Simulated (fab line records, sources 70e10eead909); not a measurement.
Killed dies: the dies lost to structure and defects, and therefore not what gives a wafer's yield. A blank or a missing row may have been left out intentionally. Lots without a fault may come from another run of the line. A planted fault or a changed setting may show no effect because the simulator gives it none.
fab line records | flow nandHarc | part 2 of 2: steps 5 to 6 of 6
record: lots: 21 wafers: 63 lastDay: 33
route steps=1302 shown A_STAIRCASE@784 A_SGD_CUT@910
lots that met no fault: taken from a fault-free run of the same line
startH: hours from the record's opening day to when the first of the lot's shown wafers began | waitH: hours from the lot's prior step to this one | " repeats the value in the row above | L1.1+2: a single row standing in for several wafers | - no value, or no start given | * or withheld: withheld | < > ~ a bound
route shown NAME@n: a module of which the file shows steps, and the number in the route of the first | usual: the fault-free wafers' mean and standard deviation | same: alike in all rows | chamber/n: place in a boat | sites: per-site readings | _std_site: how widely they spread, as a standard deviation | _edge_site: mean of outer sites minus mean of inner sites | radiusMm: how far each site lies from the wafer's centre | mask NAME#n: copy n | behind: the tool/chamber that last shaped the wafer | hold: cause of the lot's hold/its duration in hours/its outcome | device: the transistor (n, p or np) that didn't switch | end of line: the route-end tests of the same wafers | a step without rows: its recipe alone | killed: dies that structure and defects cost at the first sort, which is not the same as the wafer's yield | map: the dies of a wafer, with x for killed, . for not killed, _ for no die there
set.NAME: setting as actually run; set.NAME@STEP: the setting as run at that earlier step | model.NAME: the simulator's own value behind a step, which no gauge read
one table for each step of the route and one row for each wafer, over a sample of lots
services: when a tool's chamber went out of use (startH, in hours from the record's first day, below 0 if earlier), for how many hours, and the reason
== steps ==
step: NHARC_A_STAIRCASE_ETCH_444
recipe: targetDepthA: 2.04e+05 timeS: 6800 c4f8FlowSccm: 20 o2FlowSccm: 10 arFlowSccm: withheld rfW: 600 biasW: 1000 chemistry: C4F8/O2
usual: oesProductAu: 0.939/0.021 rfVppV: 807/4
columns lot.wafer tool chamber startH waitH oesProductAu rfHoursCounterH rfVppV
L075.4 rieDiel-10 2 439.36 0.2 0.933 3 815
L075.1 " 0 " " 0.944 4 807
L075.6 " 3 441.72 2.6 0.932 - 806
L074.1 rieDiel-03 3 440.21 1.0 0.936 48 810
L074.2 " 0 " " 0.923 50 801
L074.5 " 2 " " 0.922 - 810
L076.4 rieDiel-09 0 456.66 0.1 0.941 36 804
L076.2 " 1 " " 0.922 39 811
L076.3 " 2 " " 0.932 40 804
L078.2 rieDiel-10 0 456.97 0.5 0.972 10 808
L078.1 " 2 " " 0.942 11 813
L078.6 " 3 " " 0.952 - 806
L077.3 rieDiel-10 2 464.10 0.6 0.969 14 814
L077.2 " 3 " " 0.978 15 805
L077.1 " 0 " " 0.965 15 808
L079.2 rieDiel-09 1 492.10 0.5 0.925 51 811
L079.6 " 0 493.51 1.9 0.941 - 803
L079.5 " 1 " " 0.922 - 809
L081.3 rieDiel-10 2 503.56 0.1 0.918 28 814
L081.1 " 0 " " 0.940 28 808
L081.5 " 2 " " 0.923 - 812
L080.1 rieDiel-03 2 503.78 0.2 0.944 7 813
L080.4 " 3 " " 0.943 8 810
L080.2 " 0 " " 0.946 8 800
L082.4 rieDiel-03 3 524.41 1.0 0.929 15 811
L082.2 " 0 " " 0.935 14 799
L082.5 " 2 " " 0.926 - 810
L084.1 rieDiel-10 0 536.62 0.5 0.920 36 807
L084.4 " 2 " " 0.918 39 813
L084.6 " 0 " " 0.925 - 806
L085.1 rieDiel-10 3 550.92 1.0 0.934 43 806
L085.2 " 0 " " 0.929 43 806
L085.5 " 1 " " 0.934 - 807
L086.2 rieDiel-10 1 553.33 3.4 0.924 45 805
L086.1 " 2 " " 0.927 47 813
L086.5 " 0 556.49 6.5 0.921 - 806
L088.3 rieDiel-09 1 572.07 1.0 0.962 13 809
L088.5 " 3 " " 0.974 - 809
L088.6 " 0 " " 0.978 - 804
L089.2 rieDiel-10 1 578.97 0.5 0.929 54 805
L089.4 " 2 " " 0.920 57 812
L089.5 " 0 " " 0.921 - 806
L090.2 rieDiel-09 0 604.13 1.5 0.928 27 803
L090.6 " 1 " " 0.925 - 809
L090.5 " 2 " " 0.916 - 803
L091.2 rieDiel-10 1 618.75 0.1 0.979 5 806
L091.1 " 3 " " 0.960 5 805
L091.3 " 0 " " 0.961 5 805
L093.4 rieDiel-03 3 633.87 1.5 0.919 40 811
L093.6 " 0 " " 0.930 - 799
L093.5 " 1 " " 0.926 - 801
L095.3 rieDiel-10 2 639.03 0.1 0.965 14 813
L095.4 " 1 640.44 1.5 0.973 14 805
L095.5 " 2 " " 0.962 - 811
L094.1 rieDiel-09 3 639.26 0.1 0.932 39 809
L094.3 " 2 640.69 1.5 0.902 39 802
L094.6 " 3 " " 0.921 - 810
L097.3 rieDiel-03 0 654.35 0.1 0.969 3 799
L097.4 " 1 " " 0.975 3 800
L097.6 " 1 656.68 2.4 0.968 - 800
L096.4 rieDiel-09 1 654.58 0.1 0.915 45 808
L096.1 " 2 " " 0.914 45 804
L096.6 " 2 656.93 2.4 0.923 - 801
step: NHARC_A_SGD_CUT_STRIP_17
recipe: o2FlowSccm: 500 arFlowSccm: 0 biasW: 0 chemistry: O2
usual: drypumpMotorCurrentA: 6.0/0.52 o2FlowSccm: 500.2/1.6 oesProductAu: 1.001/0.01 rfVppV: 57.7/0.76 showerheadPlenumPTorr: 3.47/0.12 throttleValvePct: 17.037/0.0095
columns lot.wafer tool chamber startH waitH drypumpMotorCurrentA o2FlowSccm oesProductAu rfHoursCounterH rfVppV showerheadPlenumPTorr throttleValvePct
L074.2 rieDiel-06 0 - - 6.8 500.4 1.014 9 58.0 3.38 17.036
L074.1 " 3 " " 4.9 500.3 1.019 9 56.8 3.32 17.035
L074.5 " 1 " " 6.3 499.2 0.996 - 57.9 3.30 17.039
L075.4 rieDiel-05 3 - - 6.2 498.0 1.006 2 58.9 3.65 17.033
L075.1 " 0 " " 6.0 498.5 1.009 2 59.2 3.56 17.028
L075.6 " 0 " " 6.0 497.8 1.006 - 56.7 3.56 17.061
L078.2 rieDiel-06 3 - - 4.9 500.6 0.995 10 58.0 3.32 17.044
L078.1 " 1 " " 6.2 497.2 0.995 9 56.7 3.30 17.033
L078.6 " 2 " " 6.0 502.1 1.011 - 57.5 3.46 17.018
L076.4 rieDiel-08 1 - - 6.5 498.2 0.991 6 57.3 3.40 17.035
L076.2 " 2 " " 5.9 499.7 1.007 6 56.3 3.47 17.022
L076.3 " 0 " " 5.1 500.8 1.018 7 58.4 3.43 17.039
L077.2 rieDiel-05 3 - - 6.2 497.8 0.981 4 57.8 3.65 17.040
L077.1 " 0 " " 6.0 500.9 1.016 4 57.0 3.55 17.034
L077.3 " 1 " " 6.0 498.4 0.977 4 58.3 3.42 17.034
L079.2 rieDiel-05 1 - - 6.0 502.6 0.988 4 58.0 3.42 17.030
L079.6 " 3 " " 6.2 495.3 0.984 - 58.2 3.65 17.047
L079.5 " 0 " " 6.0 502.3 1.006 - 58.2 3.55 17.043
L081.1 rieDiel-05 3 - - 6.2 501.5 0.984 5 58.5 3.65 17.035
L081.3 " 2 " " 6.4 499.5 0.998 5 58.2 3.65 17.035
L081.5 " 2 " " 6.4 500.5 1.009 - 57.9 3.65 17.045
L080.2 rieDiel-06 3 - - 4.9 499.8 1.008 1 57.6 3.32 17.034
L080.1 " 1 " " 6.2 498.5 0.989 1 56.9 3.30 17.050
L080.4 " 2 " " 6.0 501.6 1.008 1 58.0 3.46 17.025
L082.4 rieDiel-06 3 - - 4.9 502.4 0.995 3 57.0 3.32 17.024
L082.2 " 1 " " 6.2 502.7 0.994 3 56.3 3.29 17.028
L082.5 " 3 " " 4.9 498.4 1.005 - 57.8 3.32 17.033
L084.1 rieDiel-05 1 - - 6.0 498.5 0.996 6 56.8 3.42 17.012
L084.4 " 2 " " 6.3 499.4 1.011 6 58.2 3.65 17.031
L084.6 " 0 " " 6.0 501.5 1.015 - 59.2 3.55 17.026
L085.2 rieDiel-06 0 - - 6.8 496.9 1.002 5 57.3 3.38 17.037
L085.1 " 1 " " 6.2 501.4 1.002 5 56.6 3.29 17.043
L085.5 " 3 " " 4.9 502.0 1.007 - 57.1 3.32 17.034
L086.1 rieDiel-08 0 - - 5.1 499.9 0.992 1 59.3 3.43 17.035
L086.2 " 3 " " 5.7 500.2 0.996 1 57.2 3.63 17.056
L086.5 " 0 " " 5.1 499.3 0.999 - 58.7 3.43 17.036
L088.3 rieDiel-06 0 - - 6.8 502.4 1.004 6 57.7 3.38 17.029
L088.5 " 2 " " 6.0 500.7 1.018 - 56.7 3.46 17.048
L088.6 " 3 " " 4.9 501.3 0.996 - 56.2 3.32 17.034
L089.4 rieDiel-08 0 - - 5.0 501.8 0.994 5 58.0 3.43 17.036
L089.2 " 2 " " 6.0 499.7 0.982 4 56.1 3.46 17.027
L089.5 " 0 " " 5.0 499.2 0.995 - 56.7 3.43 17.044
L090.2 rieDiel-05 2 - - 6.4 499.6 1.013 1 58.5 3.65 17.037
L090.5 " 3 " " 6.2 501.7 0.994 - 57.1 3.64 17.039
L090.6 " 0 " " 6.0 499.8 1.003 - 58.0 3.55 17.033
L091.1 rieDiel-08 3 - - 5.7 502.2 0.993 7 57.2 3.62 17.053
L091.2 " 1 " " 6.5 498.2 1.005 7 58.9 3.39 17.020
L091.3 " 2 " " 5.9 500.6 0.996 7 58.2 3.46 17.032
L093.4 rieDiel-08 0 - - 5.1 500.5 1.012 9 57.9 3.42 17.047
L093.6 " 1 " " 6.5 500.4 0.995 - 58.7 3.39 17.039
L093.5 " 2 " " 5.9 498.3 0.990 - 57.7 3.46 17.055
L095.3 rieDiel-06 1 - - 6.2 501.0 0.988 9 58.4 3.29 17.010
L095.4 " 3 " " 4.9 498.7 0.999 10 58.7 3.31 17.032
L095.5 " 2 " " 6.0 499.7 1.009 - 57.9 3.46 17.049
L094.3 rieDiel-05 1 - - 6.0 500.7 0.994 2 57.5 3.42 17.037
L094.1 " 2 " " 6.3 498.6 1.008 2 58.2 3.65 17.041
L094.6 " 1 " " 6.0 501.7 0.990 - 57.8 3.42 17.052
L097.4 rieDiel-05 2 - - 6.4 499.3 1.009 3 57.5 3.65 17.038
L097.3 " 1 " " 6.0 498.0 0.994 2 58.2 3.41 17.052
L097.6 " 2 " " 6.4 502.0 1.014 - 58.9 3.65 17.043
L096.4 rieDiel-08 3 - - 5.7 498.6 1.006 11 57.9 3.62 17.027
L096.1 " 0 " " 5.1 500.4 0.997 11 56.4 3.42 17.025
L096.6 " 1 " " 6.5 500.1 1.012 - 57.8 3.38 17.027
== services ==
columns tool chamber startH hours kind
rieDiel-09 1 355.22 3.2 repair
rieDiel-10 1 369.32 8.0 repair
rieDiel-03 2 369.93 12.0 repair
rieDiel-03 3 370.39 2.1 repair
rieDiel-10 1 378.72 2.8 repair
rieDiel-09 - 387.69 0.7 repair
rieDiel-03 - 395.41 1.0 repair
rieDiel-03 1 403.32 2.8 repair
rieDiel-05 - 406.60 9.0 pm
rieDiel-03 3 408.20 4.4 repair
rieDiel-09 0 431.92 13.8 repair
rieDiel-03 - 459.60 9.0 pm
rieDiel-05 0 469.44 1.8 repair
aldHk-01 - 474.46 10.0 pm
rieDiel-09 - 502.82 9.0 pm
rieDiel-05 1 503.06 17.5 repair
rieDiel-10 1 506.13 3.3 repair
rieDiel-09 - 533.00 1.8 repair
rieDiel-10 3 552.44 4.8 repair
rieDiel-10 1 565.58 7.9 repair
rieDiel-05 - 583.60 9.0 pm
rieDiel-10 - 596.61 9.0 pm
rieDiel-03 - 628.03 1.5 repair
rieDiel-03 - 636.60 9.0 pm
